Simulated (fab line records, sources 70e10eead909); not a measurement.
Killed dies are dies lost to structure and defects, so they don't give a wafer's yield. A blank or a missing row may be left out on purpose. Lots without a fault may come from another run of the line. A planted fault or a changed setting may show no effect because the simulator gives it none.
Which tool did it? | flow nand_harc | 24 lots, 72 wafers sampled, at 4 steps of a route of 1159

WHAT THE GAUGES READ, wafer by wafer
NHARC_THIN_TSV_CD_MEAS_12: target cd 1000 nm. Usual: cd_nm 1000.2 nm, standard deviation 1.4.
lot  | measured     | on        | cd_nm (nm)           | flag
L075 | day 19 20:26 | cd_sem-01 | 1000.2 999.1 999.7   |
L076 | day 19 19:07 | cd_sem-01 | 997.1 999.1 999.4    |
L074 | day 19 22:50 | cd_sem-02 | 1001.2 1000.6 1000.4 |
L078 | day 20 01:45 | cd_sem-02 | 1001.5 1001.0 1000.4 |
L077 | day 20 00:34 | cd_sem-03 | 999.1 1000.2 998.8   |
L079 | day 20 02:58 | cd_sem-02 | 1000.1 1000.2 1000.6 |
L081 | day 20 17:12 | cd_sem-02 | 1000.2 999.9 1000.5  |
L080 | day 21 01:04 | cd_sem-01 | 1001.6 1002.6 1000.7 |
L083 | day 21 02:04 | cd_sem-03 | 997.9 999.1 998.8    |
L082 | day 21 21:05 | cd_sem-01 | 1001.8 1000.4 998.8  |
L084 | day 22 11:44 | cd_sem-02 | 1000.6 1001.5 1001.2 |
L087 | day 22 14:14 | cd_sem-01 | 998.3 998.0 999.4    |
L088 | day 22 12:59 | cd_sem-01 | 999.8 998.9 1001.4   |
L086 | day 22 23:29 | cd_sem-01 | 1000.8 1000.2 999.9  |
L091 | day 23 06:54 | cd_sem-03 | 997.6 997.9 999.6    |
L085 | day 23 08:07 | cd_sem-03 | 1000.6 1001.4 1002.0 |
L089 | day 23 10:58 | cd_sem-02 | 999.7 1001.1 1000.0  |
L090 | day 23 12:18 | cd_sem-01 | 997.7 998.4 996.9    |
L093 | day 23 13:31 | cd_sem-01 | 1002.4 1000.8 1001.4 |
L092 | day 23 14:43 | cd_sem-03 | 1001.4 1002.9 1001.9 |
L094 | day 23 17:17 | cd_sem-02 | 1002.9 1003.3 1002.3 |
L097 | day 23 23:44 | cd_sem-03 | 999.4 1000.2 999.0   |
L095 | day 24 00:47 | cd_sem-02 | 999.7 999.4 998.9    |
L096 | day 24 05:49 | cd_sem-01 | 1002.8 1001.8 1000.1 |

WHICH TOOL RAN EACH LOT (tool, then ch and the chambers of the sampled wafers, then the start)
lot  | NHARC_A_M1_STRIP_18                | NHARC_A_M1_PRE_CLEAN_30                 | NHARC_HYBRID_BOND_ACTIVATE_00
L075 | rie_diel-10 ch 1,2,3, day 18 23:32 | pvd_sputter-02, day 19 06:29 or earlier | rie_diel-06 ch 1,2,3, day 19 06:29
L076 | rie_diel-03 ch 0,1,2, day 19 00:19 | pvd_sputter-02, day 19 07:10 or earlier | rie_diel-06 ch 1,2,3, day 19 07:10
L074 | rie_diel-10 ch 0,1,2, day 19 01:26 | pvd_sputter-01, day 19 08:44 or earlier | rie_diel-06 ch 0,1,2, day 19 08:44
L078 | rie_diel-03 ch 0,3, day 19 01:37   | pvd_sputter-03, day 19 09:01 or earlier | rie_diel-06 ch 0,2,3, day 19 09:01
L077 | rie_diel-12 ch 0,2,3, day 19 01:49 | pvd_sputter-02, day 19 09:07 or earlier | rie_diel-08 ch 2,3, day 19 09:07
L079 | rie_diel-03 ch 0,1,3, day 19 04:49 | pvd_sputter-03, day 19 11:52 or earlier | rie_diel-06 ch 1,2,3, day 19 11:52
L081 | rie_diel-03 ch 1,3, day 19 20:53   | pvd_sputter-02, day 20 04:43 or earlier | rie_diel-06 ch 1,2,3, day 20 04:43
L080 | rie_diel-12 ch 0,2, day 20 02:44   | pvd_sputter-02, day 20 09:51 or earlier | rie_diel-06 ch 2,3, day 20 09:51
L083 | rie_diel-12 ch 1,2,3, day 20 08:31 | pvd_sputter-01, day 20 15:33 or earlier | rie_diel-08 ch 1,2,3, day 20 15:33
L082 | rie_diel-12 ch 0,1,2, day 20 21:47 | pvd_sputter-02, day 21 06:11 or earlier | rie_diel-06 ch 1,2, day 21 06:11
L084 | rie_diel-12 ch 0,3, day 21 11:12   | pvd_sputter-03, day 21 18:43 or earlier | rie_diel-06 ch 0,3, day 21 18:43
L087 | rie_diel-12 ch 2,3, day 21 12:08   | pvd_sputter-03, day 21 19:16 or earlier | rie_diel-06 ch 0,2, day 21 19:16
L088 | rie_diel-10 ch 1,2, day 21 14:30   | pvd_sputter-02, day 21 21:58 or earlier | rie_diel-06 ch 2,3, day 21 21:58
L086 | rie_diel-12 ch 0,1,2, day 22 02:04 | pvd_sputter-01, day 22 09:03 or earlier | rie_diel-06 ch 2,3, day 22 09:03
L091 | rie_diel-12 ch 0,2,3, day 22 09:55 | pvd_sputter-03, day 22 17:22 or earlier | rie_diel-08 ch 1,2,3, day 22 17:22
L085 | rie_diel-10 ch 1,2, day 22 12:35   | pvd_sputter-02, day 22 19:37 or earlier | rie_diel-06 ch 0,2, day 22 19:37
L089 | rie_diel-12 ch 0,2,3, day 22 13:59 | pvd_sputter-02, day 22 22:32 or earlier | rie_diel-08 ch 1,2,3, day 22 22:32
L090 | rie_diel-12 ch 0,2,3, day 22 15:30 | pvd_sputter-03, day 22 22:43 or earlier | rie_diel-06 ch 1,2, day 22 22:43
L093 | rie_diel-03 ch 0,2,3, day 22 15:46 | pvd_sputter-03, day 22 23:11 or earlier | rie_diel-06 ch 0,2,3, day 22 23:11
L092 | rie_diel-12 ch 2,3, day 22 16:04   | pvd_sputter-02, day 22 23:40 or earlier | rie_diel-06 ch 0,2,3, day 22 23:40
L094 | rie_diel-12 ch 2,3, day 22 21:44   | pvd_sputter-01, day 23 04:51 or earlier | rie_diel-01 ch 1,2, day 23 04:51
L097 | rie_diel-12 ch 0,1,3, day 23 02:50 | pvd_sputter-01, day 23 09:59 or earlier | rie_diel-08 ch 1,3, day 23 09:59
L095 | rie_diel-03 ch 0,1,3, day 23 03:11 | pvd_sputter-02, day 23 10:23 or earlier | rie_diel-06 ch 0,2,3, day 23 10:23
L096 | rie_diel-03 ch 0,1, day 23 10:26   | pvd_sputter-03, day 23 17:26 or earlier | rie_diel-06 ch 0,2,3, day 23 17:26
- NHARC_A_M1_STRIP_18: strips in N2/H2.
- NHARC_A_M1_PRE_CLEAN_30: time 30 s.
- NHARC_HYBRID_BOND_ACTIVATE_00: chemistry N2, time 60 s.

WHAT THE TOOLS THEMSELVES READ (means of the sampled wafers that have a number; where no wafer has one, the mark that the record gives instead)
NHARC_A_M1_STRIP_18. Usual: drypump_motor_current_A 5.4 A, standard deviation 0.32; h2_flow_sccm 150.0 sccm, standard deviation 0.41; oes_product_au 0.999 a.u., standard deviation 0.0078; rf_vpp_V 91.0 V, standard deviation 0.89; showerhead_plenum_p_Torr 2.10 Torr, standard deviation 0.071; throttle_valve_pct 14.172 %, standard deviation 0.0088.
lot  | tool        | drypump_motor_current_A (A) | h2_flow_sccm (sccm) | oes_product_au (a.u.) | rf_vpp_V (V) | showerhead_plenum_p_Torr (Torr) | throttle_valve_pct (%) | flag
L075 | rie_diel-10 | 5.5                         | 149.8               | 1.006                 | 90.3         | 2.02                            | 14.170                 |
L076 | rie_diel-03 | 5.5                         | 149.9               | 0.997                 | 90.3         | 2.07                            | 14.166                 |
L074 | rie_diel-10 | 5.6                         | 150.0               | 1.000                 | 90.9         | 2.03                            | 14.176                 |
L078 | rie_diel-03 | 5.2                         | 150.0               | 0.994                 | 90.5         | 2.04                            | 14.177                 |
L077 | rie_diel-12 | 5.4                         | 149.8               | 0.995                 | 91.3         | 2.15                            | 14.177                 |
L079 | rie_diel-03 | 5.3                         | 150.2               | 0.997                 | 90.2         | 2.08                            | 14.163                 |
L081 | rie_diel-03 | 5.2                         | 149.9               | 0.993                 | 91.8         | 2.13                            | 14.169                 |
L080 | rie_diel-12 | 5.7                         | 149.8               | 1.001                 | 91.1         | 2.18                            | 14.177                 |
L083 | rie_diel-12 | 5.3                         | 149.7               | 1.003                 | 91.4         | 2.11                            | 14.167                 |
L082 | rie_diel-12 | 5.6                         | 150.4               | 1.004                 | 91.0         | 2.14                            | 14.177                 |
L084 | rie_diel-12 | 5.1                         | 150.2               | 0.998                 | 91.1         | 2.13                            | 14.165                 |
L087 | rie_diel-12 | 5.5                         | 149.9               | 0.997                 | 91.1         | 2.13                            | 14.175                 |
L088 | rie_diel-10 | 5.5                         | 150.0               | 1.006                 | 90.4         | 2.04                            | 14.169                 |
L086 | rie_diel-12 | 5.6                         | 150.5               | 0.994                 | 90.7         | 2.14                            | 14.168                 |
L091 | rie_diel-12 | 5.5                         | 150.1               | 0.996                 | 90.8         | 2.15                            | 14.175                 |
L085 | rie_diel-10 | 5.5                         | 149.9               | 1.005                 | 89.7         | 2.04                            | 14.163                 |
L089 | rie_diel-12 | 5.4                         | 150.1               | 0.997                 | 91.2         | 2.15                            | 14.181                 |
L090 | rie_diel-12 | 5.4                         | 150.1               | 1.004                 | 92.0         | 2.15                            | 14.169                 |
L093 | rie_diel-03 | 5.2                         | 150.3               | 0.990                 | 91.3         | 2.09                            | 14.171                 |
L092 | rie_diel-12 | 5.5                         | 149.9               | 1.001                 | 91.7         | 2.13                            | 14.175                 |
L094 | rie_diel-12 | 5.2                         | 150.1               | 0.997                 | 91.8         | 2.12                            | 14.174                 |
L097 | rie_diel-12 | 5.3                         | 149.7               | 1.004                 | 91.3         | 2.13                            | 14.176                 |
L095 | rie_diel-03 | 5.3                         | 149.9               | 0.995                 | 90.8         | 2.07                            | 14.175                 |
L096 | rie_diel-03 | 5.4                         | 150.1               | 0.997                 | 90.9         | 2.02                            | 14.175                 |

NHARC_A_M1_PRE_CLEAN_30. Usual: heater_power_w 397 W, standard deviation 35.
lot  | tool           | heater_power_w (W) | flag
L075 | pvd_sputter-02 | 407                |
L076 | pvd_sputter-02 | 428                |
L074 | pvd_sputter-01 | 396                |
L078 | pvd_sputter-03 | 371                |
L077 | pvd_sputter-02 | 414                |
L079 | pvd_sputter-03 | 385                |
L081 | pvd_sputter-02 | 398                |
L080 | pvd_sputter-02 | 442                |
L083 | pvd_sputter-01 | 387                |
L082 | pvd_sputter-02 | 418                |
L084 | pvd_sputter-03 | 391                |
L087 | pvd_sputter-03 | 376                |
L088 | pvd_sputter-02 | 379                |
L086 | pvd_sputter-01 | 397                |
L091 | pvd_sputter-03 | 387                |
L085 | pvd_sputter-02 | 378                |
L089 | pvd_sputter-02 | 394                |
L090 | pvd_sputter-03 | 381                |
L093 | pvd_sputter-03 | 379                |
L092 | pvd_sputter-02 | 423                |
L094 | pvd_sputter-01 | 422                |
L097 | pvd_sputter-01 | 367                |
L095 | pvd_sputter-02 | 409                |
L096 | pvd_sputter-03 | 381                |

NHARC_HYBRID_BOND_ACTIVATE_00. Usual: drypump_motor_current_A 5.9 A, standard deviation 0.49; oes_product_au 1.002 a.u., standard deviation 0.0084; rf_vpp_V 64.1 V, standard deviation 0.91; showerhead_plenum_p_Torr 1.77 Torr, standard deviation 0.087.
lot  | tool        | drypump_motor_current_A (A) | oes_product_au (a.u.) | rf_vpp_V (V) | showerhead_plenum_p_Torr (Torr) | flag
L075 | rie_diel-06 | 6.1                         | 1.001                 | 64.2         | 1.75                            |
L076 | rie_diel-06 | 6.1                         | 1.004                 | 63.9         | 1.75                            |
L074 | rie_diel-06 | 5.7                         | 1.002                 | 64.1         | 1.83                            |
L078 | rie_diel-06 | 6.0                         | 1.004                 | 64.1         | 1.78                            |
L077 | rie_diel-08 | 5.9                         | 1.003                 | 63.0         | 1.79                            |
L079 | rie_diel-06 | 6.1                         | 1.001                 | 64.2         | 1.75                            |
L081 | rie_diel-06 | 6.1                         | 1.004                 | 64.2         | 1.75                            |
L080 | rie_diel-06 | 6.3                         | 0.989                 | 63.8         | 1.77                            |
L083 | rie_diel-08 | 5.7                         | 1.000                 | 64.5         | 1.73                            |
L082 | rie_diel-06 | 6.0                         | 1.000                 | 64.8         | 1.82                            |
L084 | rie_diel-06 | 6.1                         | 0.996                 | 63.3         | 1.72                            |
L087 | rie_diel-06 | 5.6                         | 0.998                 | 64.2         | 1.86                            |
L088 | rie_diel-06 | 6.4                         | 1.007                 | 64.1         | 1.71                            |
L086 | rie_diel-06 | 6.4                         | 0.993                 | 62.7         | 1.71                            |
L091 | rie_diel-08 | 5.7                         | 0.999                 | 63.5         | 1.73                            |
L085 | rie_diel-06 | 5.6                         | 1.011                 | 64.6         | 1.86                            |
L089 | rie_diel-08 | 5.7                         | 1.000                 | 63.9         | 1.73                            |
L090 | rie_diel-06 | 6.0                         | 0.994                 | 64.3         | 1.82                            |
L093 | rie_diel-06 | 6.0                         | 1.012                 | 64.7         | 1.78                            |
L092 | rie_diel-06 | 6.0                         | 1.007                 | 64.3         | 1.78                            |
L094 | rie_diel-01 | 5.9                         | 1.003                 | 64.0         | 1.75                            |
L097 | rie_diel-08 | 5.5                         | 1.002                 | 62.5         | 1.68                            |
L095 | rie_diel-06 | 6.0                         | 1.010                 | 64.5         | 1.78                            |
L096 | rie_diel-06 | 6.0                         | 1.005                 | 63.9         | 1.78                            |

THE ANSWER, worked out from the rows above alone
Rule: a lot is off if the mean of its wafers that have a number lies more than 3 standard deviations from the usual mean. A lot without any number at a reading at which 4 lots or more have one is off too. The other lots that the step has rows for count as sound. The gauges are gone through in route order, then the tools' own readings, and for those a lot's mean is taken as printed above. The first step at which some lot is off is used, and at that step the reading that is off furthest; a lot without a number counts as furthest.
No lot is off at any reading shown: from this, nothing can be told.

WHAT THE SIMULATOR HAD PUT IN
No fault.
